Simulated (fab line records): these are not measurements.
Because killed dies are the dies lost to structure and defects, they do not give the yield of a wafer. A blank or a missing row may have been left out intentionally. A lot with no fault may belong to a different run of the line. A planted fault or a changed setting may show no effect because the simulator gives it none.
Which tool was responsible? -- flow n5Finfet -- at 1 step of a route of 1938, 11 lots with 33 wafers sampled

## WHAT THE GAUGES READ, wafer by wafer
N5_BEOL_M9_OVL_MEAS_12.
lot,measured,on,M9_OVL (nm)
L075,day 10 17:08,overlay-01,1.1 0.6 0.5
L077,day 12 21:02,overlay-02,0.0 0.3 0.5
L080,day 13 15:11,overlay-02,0.8 0.6 0.6
L083,day 14 17:53,overlay-02,-0.5 -0.1 0.4
L085,day 15 03:42,overlay-01,0.3 0.0 0.5
L086,day 15 07:41,overlay-02,0.2 -0.8 1.1
L089,day 15 18:23,overlay-02,-0.7 -1.4 -0.9
L091,day 16 14:53,overlay-02,-1.1 0.0 0.8
L092,day 16 22:08,overlay-01,0.9 1.3 1.8
L095,day 17 04:17,overlay-02,-0.9 0.1 -0.9
L097,day 17 09:38,overlay-01,-0.8 0.5 0.3

## EACH LOT AND THE TOOL THAT RAN IT (in order: tool; ch and the chambers of the sampled wafers; start)
There is no process step in the record ahead of these readings.

## THE ANSWER, worked out from the rows above alone
Rule: the lots themselves supply what counts as usual. The widest of any qualifying gaps counts: lots, ordered by their means at a reading, are off when they make up no more than a third of the lots, leave a main group of 4 or more, and stand apart from it by 3 or more times the standard deviation of that group's means. A main group is skipped when, at the precision printed for the reading in the tables above, its means are all equal. A lot without any number at a reading at which 4 lots or more have one is off too. Where the step has rows for the other lots, those lots are counted as sound.
Across all readings shown, no lot is off: no conclusion can be drawn from this.

## WHAT THE SIMULATOR PUT IN
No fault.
